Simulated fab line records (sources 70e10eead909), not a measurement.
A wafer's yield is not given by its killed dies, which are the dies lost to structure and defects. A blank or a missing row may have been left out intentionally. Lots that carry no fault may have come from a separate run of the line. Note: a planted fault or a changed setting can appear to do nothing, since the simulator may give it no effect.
fab line records	flow nand-harc
[record] lots = 14	wafers = 42	last-day = 24
route steps=1159 shown A_CONTACT@949 A_BLC@982
lots with no fault: from the same line, run without faults
start-h: hours from the record's opening day to when the first of the lot's shown wafers began	wait-h: hours since the lot's step before	" repeats the value in the row above	L1.1+2: several wafers, shown together as one row	- no value present, or no start provided	* or withheld: withheld	< > ~ a bound
route shown NAME@n: a module of which the file shows steps, and the number in the route of the first	usual: mean and standard deviation over wafers with no fault	same: alike in all rows	chamber/n: place in a boat	sites: the reading at each site	_std_site: how widely they spread, as a standard deviation	_edge_site: the outer-site mean with the inner-site mean subtracted	radius-mm: for every site, how far away it sits from the centre of the wafer	mask NAME#n: copy n	behind: the most recent tool/chamber to have shaped the wafer	hold: reason for holding the lot/hours on hold/outcome of the hold	device: whichever transistor did not switch (one of n, p or np)	end of line: tests of these same wafers at the route's end	a step with no rows: only its recipe	killed: the dies lost at the first sort to structure and to defects; this is not the yield of the wafer	map: the dies of a wafer, with x for killed, . for not killed, _ for no die there
set.NAME: setting as actually run; set.NAME@STEP: the setting as run at that earlier step	model.NAME: the simulator's own value behind a step, which no gauge read
one table for each step of the route and one row for each wafer, over a sample of lots
services: when a tool's chamber went out of use (start-h, in hours from the record's first day, below 0 if earlier), for how many hours, and the reason
[[steps]]
[step NHARC_A_CONTACT_ETCH_92]
[recipe] target-depth-a = 400	over-etch-frac = 0.5	time-s = 85.7	ion-energy-ev = 120	ch3f-flow-sccm = 50	o2-flow-sccm = 30	ar-flow-sccm = 200	rf-w = 500	bias-w = 100	chemistry = CH3F/O2
[usual] drypump-motor-current-A = 5.8/0.4	oes-product-au = 0.934/0.027	rf-fwd-power-W = 496.4/1.7	rf-vpp-V = 244.8/1.8	showerhead-plenum-p-Torr = 2.50/0.11	throttle-valve-pct = 20.662/0.01
[same] time-s = 85.7
lot.wafer	tool	chamber	start-h	wait-h	drypump-motor-current-A	oes-product-au	rf-fwd-power-W	rf-hours-counter-h	rf-vpp-V	showerhead-plenum-p-Torr	throttle-valve-pct
L465.4	rie-diel-04	2	379.41	0.3	5.6	0.934	494.1	31	242.8	2.28	20.658
L465.6	"	0	"	"	5.9	0.930	495.1	-	245.2	2.50	20.675
L465.5	"	1	"	"	6.2	0.930	496.4	-	247.6	2.65	20.663
L468.1	rie-diel-04	0	392.40	0.4	6.0	0.922	493.5	39	243.3	2.50	20.668
L468.2	"	3	"	"	6.0	0.919	496.8	36	245.8	2.57	20.645
L468.6	"	1	"	"	6.2	0.934	497.1	-	246.8	2.64	20.660
L471.3	rie-diel-03	3	430.63	0.3	6.4	0.935	494.0	7	246.4	2.57	20.638
L471.5	"	2	"	"	6.7	0.944	494.5	-	243.8	2.42	20.662
L471.6	"	3	"	"	6.4	0.927	495.0	-	246.3	2.57	20.666
L472.2	rie-diel-01	0	433.52	0.3	5.3	0.920	495.8	23	244.6	2.51	20.651
L472.4	"	1	"	"	5.7	0.916	495.5	22	245.4	2.54	20.645
L472.6	"	1	"	"	5.7	0.908	494.2	-	245.4	2.54	20.652
L474.1	rie-diel-04	2	440.09	0.4	5.6	0.932	498.2	46	240.5	2.27	20.659
L474.2	"	3	"	"	6.0	0.916	498.9	57	247.0	2.56	20.665
L474.5	"	1	"	"	6.1	0.928	493.8	-	247.0	2.63	20.663
L473.4	rie-diel-01	1	441.86	0.3	5.7	0.932	495.6	24	246.3	2.54	20.656
L473.1	"	2	"	"	5.6	0.925	497.1	24	242.9	2.31	20.665
L473.5	"	0	"	"	5.3	0.913	496.5	-	245.6	2.51	20.653
L475.2	rie-diel-01	1	445.59	0.3	5.8	0.941	496.5	25	244.6	2.54	20.665
L475.1	"	2	"	"	5.5	0.938	497.3	25	242.9	2.31	20.680
L475.3	"	0	"	"	5.3	0.932	496.4	26	245.0	2.51	20.651
L476.1	rie-diel-01	2	448.50	0.3	5.6	0.920	493.0	25	240.8	2.31	20.654
L476.3	"	1	"	"	5.7	0.919	495.8	25	245.3	2.54	20.651
L476.6	"	0	"	"	5.3	0.923	497.2	-	247.0	2.51	20.655
L478.1	rie-diel-01	0	464.26	0.4	5.3	0.993	497.4	28	243.5	2.51	20.662
L478.6	"	1	"	"	5.7	1.001	495.9	-	247.4	2.54	20.648
L478.5	"	0	"	"	5.3	0.995	495.7	-	245.7	2.51	20.651
L483.4	rie-diel-01	3	477.77	0.3	5.6	0.924	498.6	26	245.8	2.56	20.663
L483.2	"	0	"	"	5.3	0.926	497.0	31	245.5	2.51	20.662
L483.3	"	2	"	"	5.5	0.924	496.3	30	242.7	2.31	20.664
L479.1	rie-diel-04	0	492.80	0.3	6.0	1.008	495.8	5	244.2	2.48	20.661
L479.4	"	1	"	"	6.2	1.011	495.2	4	246.9	2.63	20.663
L479.6	"	1	"	"	6.1	0.999	496.4	-	246.2	2.63	20.661
L481.1	rie-diel-03	0	498.05	0.4	5.3	0.931	498.5	34	247.3	2.65	20.667
L481.3	"	2	"	"	6.7	0.930	495.7	34	242.4	2.41	20.673
L481.6	"	1	"	"	6.4	0.931	500.3	-	242.5	2.29	20.666
L486.4	rie-diel-01	2	510.31	0.3	5.5	0.922	497.0	2	241.8	2.31	20.651
L486.1	"	0	"	"	5.3	0.925	499.8	2	245.1	2.50	20.659
L486.3	"	1	"	"	5.7	0.925	497.6	2	244.9	2.53	20.656
L487.4	rie-diel-01	0	524.53	0.3	5.3	0.925	499.4	3	245.1	2.50	20.666
L487.2	"	1	"	"	5.7	0.923	495.3	3	244.9	2.53	20.661
L487.6	"	0	"	"	5.3	0.938	500.2	-	244.9	2.50	20.657
[step NHARC_A_CONTACT_CVD_19]
[recipe] target-thk-a = 3000	temp-c = 300	pressure-torr = 40	wf6-flow-sccm = 40	h2-flow-sccm = 1600	ar-flow-sccm = 1560	time-s = 802	material = W
[usual] chamber-pressure-Torr = 40.01/0.095	heater-power-w = 420/25	throttle-valve-pct = 8.0/0.33
[same] time-s = 802
lot.wafer	tool	chamber	start-h	wait-h	chamber-pressure-Torr	heater-power-w	throttle-valve-pct
L465.4	cvd-w-01	0	-	-	40.05	393	8.0
L465.5	"	0	"	"	40.07	386	8.1
L465.6	"	1	"	"	39.99	447	8.3
L468.2	cvd-w-02	1	-	-	40.11	448	7.9
L468.1	"	0	"	"	40.05	409	7.5
L468.6	"	0	"	"	40.30	406	7.6
L471.3	cvd-w-02	1	-	-	39.90	444	7.9
L471.5	"	1	"	"	39.90	450	7.9
L471.6	"	0	"	"	40.04	407	7.8
L472.2	cvd-w-01	1	-	-	39.96	438	8.4
L472.4	"	1	"	"	39.99	439	8.3
L472.6	"	1	"	"	40.16	437	8.5
L474.2	cvd-w-02	0	-	-	40.04	407	7.9
L474.1	"	1	"	"	39.93	447	7.7
L474.5	"	1	"	"	39.98	455	7.9
L473.1	cvd-w-02	1	-	-	39.91	445	7.9
L473.4	"	0	"	"	39.87	399	7.3
L473.5	"	0	"	"	40.05	410	7.6
L475.2	cvd-w-02	1	-	-	40.10	448	7.5
L475.1	"	0	"	"	39.90	403	7.5
L475.3	"	1	"	"	40.09	451	7.7
L476.1	cvd-w-02	0	-	-	39.78	410	7.6
L476.3	"	0	"	"	40.03	405	7.7
L476.6	"	0	"	"	40.03	421	7.8
L478.1	cvd-w-01	0	-	-	39.99	408	8.1
L478.5	"	0	"	"	39.86	394	8.6
L478.6	"	0	"	"	39.99	407	8.3
L483.2	cvd-w-02	1	-	-	39.93	442	7.6
L483.4	"	0	"	"	40.14	402	7.8
L483.3	"	1	"	"	39.90	456	7.7
L479.1	cvd-w-02	1	-	-	40.06	447	7.8
L479.4	"	0	"	"	39.88	410	7.6
L479.6	"	0	"	"	39.99	418	7.6
L481.1	cvd-w-02	1	-	-	40.07	459	7.6
L481.3	"	0	"	"	40.08	408	7.7
L481.6	"	1	"	"	39.94	449	8.0
L486.1	cvd-w-01	0	-	-	40.15	384	8.0
L486.4	"	1	"	"	39.87	442	8.1
L486.3	"	0	"	"	40.07	394	7.6
L487.2	cvd-w-01	1	-	-	39.94	430	8.8
L487.4	"	1	"	"	40.08	436	8.5
L487.6	"	0	"	"	39.91	387	8.1
[step NHARC_A_BLC_STRIP_29]
[recipe] cf4-flow-sccm = 150	ar-flow-sccm = 0	bias-w = 0	chemistry = CF4
[usual] drypump-motor-current-A = 5.8/0.5	oes-product-au = 0.997/0.0084	rf-vpp-V = 59.4/0.89	showerhead-plenum-p-Torr = 1.80/0.06	throttle-valve-pct = 13.284/0.0087
lot.wafer	tool	chamber	start-h	wait-h	drypump-motor-current-A	oes-product-au	rf-hours-counter-h	rf-vpp-V	showerhead-plenum-p-Torr	throttle-valve-pct
L465.4	rie-diel-13	0	384.49	0.1	5.8	0.978	-	58.1	1.76	13.269
L465.6	"	2	"	"	5.7	0.990	-	59.8	1.81	13.280
L465.5	"	3	"	"	6.1	0.994	-	59.4	1.81	13.271
L468.2	rie-diel-13	3	397.37	0.1	6.1	1.001	12	58.5	1.81	13.277
L468.1	"	0	"	"	5.8	0.996	12	59.3	1.76	13.285
L468.6	"	2	"	"	5.6	0.995	-	59.5	1.80	13.302
L471.3	rie-diel-13	1	436.21	0.1	5.6	1.005	12	59.5	1.72	13.288
L471.6	"	2	"	"	5.6	0.993	-	59.3	1.80	13.284
L471.5	"	3	"	"	6.1	1.002	-	59.6	1.81	13.278
L472.2	rie-diel-12	2	438.00	0.1	4.9	1.004	6	59.1	1.86	13.284
L472.4	"	3	"	"	5.3	0.993	6	59.4	1.70	13.284
L472.6	"	0	"	"	6.7	0.998	-	58.7	1.87	13.279
L474.1	rie-diel-12	3	444.82	0.1	5.3	0.992	7	58.4	1.70	13.286
L474.2	"	0	"	"	6.7	0.993	7	60.2	1.87	13.272
L474.5	"	2	"	"	4.9	0.998	-	60.4	1.86	13.285
L473.1	rie-diel-12	0	446.24	0.1	6.7	0.993	7	59.6	1.87	13.290
L473.4	"	2	"	"	5.0	0.999	7	60.2	1.86	13.281
L473.5	"	3	"	"	5.3	1.001	-	57.7	1.70	13.285
L475.3	rie-diel-13	3	452.49	0.1	6.1	0.994	17	59.0	1.81	13.280
L475.2	"	0	"	"	5.8	0.985	17	60.0	1.76	13.281
L475.1	"	2	"	"	5.7	0.995	17	59.7	1.80	13.272
L476.3	rie-diel-12	0	453.78	0.1	6.7	0.981	9	59.9	1.87	13.292
L476.1	"	1	"	"	6.6	0.986	9	59.8	1.89	13.292
L476.6	"	0	"	"	6.7	1.003	-	59.5	1.87	13.284
L478.1	rie-diel-13	1	472.56	0.1	5.6	0.995	1	59.5	1.72	13.290
L478.6	"	3	"	"	6.1	0.992	-	60.3	1.81	13.276
L478.5	"	0	"	"	5.7	0.993	-	62.0	1.76	13.287
L483.3	rie-diel-11	3	489.76	0.1	5.4	1.019	40	60.4	1.90	13.290
L483.2	"	1	"	"	5.5	0.998	39	58.8	1.69	13.279
L483.4	"	2	"	"	5.4	1.004	39	58.4	1.80	13.293
L479.4	rie-diel-13	3	502.11	0.1	6.1	1.014	3	59.1	1.80	13.284
L479.1	"	1	"	"	5.7	0.994	4	58.4	1.72	13.291
L479.6	"	0	"	"	5.7	0.997	-	58.9	1.76	13.277
L481.1	rie-diel-13	0	506.58	0.1	5.7	0.978	4	59.3	1.76	13.280
L481.3	"	2	"	"	5.6	0.977	4	58.4	1.80	13.285
L481.6	"	1	"	"	5.6	0.992	-	58.1	1.72	13.285
L486.1	rie-diel-12	2	516.84	0.1	5.0	0.996	16	59.1	1.85	13.287
L486.3	"	0	"	"	6.7	1.006	14	59.7	1.86	13.283
L486.4	"	1	"	"	6.6	0.995	17	59.2	1.88	13.283
L487.4	rie-diel-12	1	530.08	0.1	6.6	1.009	19	61.1	1.88	13.287
L487.2	"	3	"	"	5.3	1.000	17	58.3	1.70	13.267
L487.6	"	2	"	"	5.0	1.004	-	59.5	1.85	13.280
[step NHARC_A_BLC_ALD_23]
[recipe] target-thk-a = 30	pulse-time-s = 1	ald-cycles = 150	temp-c = 450	material = TiN
[usual] ald-cycles = 150/0	heater-power-w = 1118/120	precursor-pulse-height-rel = 1.001/0.019
lot.wafer	tool	chamber	start-h	wait-h	ald-cycles	heater-power-w	precursor-pulse-height-rel
L465.4	ald-metal-01	3	385.26	-	150	1164	1.020
L465.5	"	3	"	"	150	1137	0.998
L465.6	"	0	"	"	150	935	0.993
L468.2	ald-metal-01	1	398.16	-	150	1122	1.000
L468.1	"	2	"	"	150	1241	0.994
L468.6	"	0	"	"	150	944	0.991
L471.3	ald-metal-03	3	436.94	-	150	956	0.993
L471.5	"	3	"	"	150	955	1.005
L471.6	"	0	"	"	150	1297	0.978
L472.4	ald-metal-02	3	438.79	-	150	1058	1.005
L472.2	"	0	"	"	150	1134	0.944
L472.6	"	2	"	"	150	1249	0.972
L474.2	ald-metal-03	3	445.60	-	150	953	1.018
L474.1	"	1	"	"	150	1322	0.993
L474.5	"	2	"	"	150	983	0.987
L473.1	ald-metal-01	0	447.02	-	150	930	0.996
L473.5	"	3	"	"	150	1208	0.980
L473.4	"	2	"	"	150	1238	0.998
L475.1	ald-metal-03	3	453.25	-	150	955	0.993
L475.2	"	0	"	"	150	1311	1.006
L475.3	"	2	"	"	150	994	0.991
L476.3	ald-metal-01	1	454.54	-	150	1128	1.002
L476.1	"	2	"	"	150	1247	0.988
L476.6	"	2	"	"	150	1231	1.001
L478.1	ald-metal-01	2	473.33	-	150	1198	0.968
L478.6	"	1	"	"	150	1078	1.008
L478.5	"	2	"	"	150	1151	1.003
L483.2	ald-metal-01	2	490.55	-	150	1172	1.033
L483.3	"	3	"	"	150	1130	1.026
L483.4	"	0	"	"	150	879	1.028
L479.1	ald-metal-01	1	502.90	-	150	1078	1.006
L479.4	"	2	"	"	150	1212	1.032
L479.6	"	1	"	"	150	1099	0.973
L481.3	ald-metal-01	2	507.35	-	150	1179	1.022
L481.1	"	3	"	"	150	1177	0.996
L481.6	"	2	"	"	65	1153	0.983
L486.4	ald-metal-03	0	517.61	-	150	1269	0.997
L486.1	"	2	"	"	150	991	1.031
L486.3	"	3	"	"	150	1060	0.978
L487.4	ald-metal-01	1	530.86	-	65	1067	1.005
L487.2	"	3	"	"	65	1141	0.987
L487.6	"	1	"	"	65	1071	1.014
[[services]]
tool	chamber	start-h	hours	kind
rie-diel-13	1	366.36	30.1	repair
rie-diel-12	0	369.94	2.3	repair
rie-diel-12	1	373.02	6.4	repair
cvd-w-02	-	377.54	13.0	pm
rie-diel-12	-	379.40	9.0	pm
rie-diel-03	-	392.45	9.0	pm
ald-metal-03	-	398.92	0.3	repair
ald-metal-01	-	408.91	1.0	repair
ald-metal-01	1	416.86	12.9	repair
ald-metal-01	1	433.74	17.3	repair
rie-diel-01	3	442.07	24.2	repair
rie-diel-03	0	444.31	9.1	repair
rie-diel-13	-	453.10	9.0	pm
rie-diel-04	3	455.70	2.4	repair
ald-metal-01	-	458.00	10.0	pm
rie-diel-04	-	466.30	9.0	pm
rie-diel-03	2	466.36	3.2	repair
cvd-w-01	-	477.57	13.0	pm
ald-metal-03	0	485.34	21.7	repair
rie-diel-12	0	488.47	15.5	repair
rie-diel-01	-	491.83	9.0	pm
ald-metal-03	-	500.00	10.0	pm
rie-diel-03	0	509.33	26.2	repair
rie-diel-04	2	528.54	4.8	repair
[[key]]
[first-sign] step = NHARC_A_BLC_ALD_23	reading = ald-cycles	direction = down	sigmas = 99+	usual = 150	struck = 65
effect none on later readings
met-at NHARC_A_BLC_ALD_23
struck-lots L481,L487
struck-wafers L481.6,L487.2,L487.4,L487.6
later-rows-left-out L481.6,L487.2,L487.4,L487.6
sort-left-out L481.6,L487.2,L487.4,L487.6
tester-left-out L481,L487
not-acting-at NHARC_A_CONTACT_ETCH_92,NHARC_A_CONTACT_CVD_19,NHARC_A_BLC_STRIP_29
onset-between 502.90 507.35
[fault] kind = process-parameter-drift	tool = ald-metal-01	chamber = -	onset-h = 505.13	steps = NHARC_A_BLC_ALD_23	channel = ald-cycles	offset = -85	shape = step	end-h = 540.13	scope = struck-wafers-only	acts-in = these-recipes-only	stated = 150
// tester-left-out: of these lots the tester's yield and bins aren't shown, on N5 and GAA mostly nor the transistor test; their killed dies are dies lost to structure and defects alone, not to doping, threshold or leakage, so they don't give the yield
// sort-left-out: the simulated sort isn't trusted on such a fault, so these wafers' sort isn't shown, and their yield isn't known
// later-rows-left-out: the simulator's readings of these wafers behind a module that went badly wrong aren't trusted and aren't shown, but for the sort
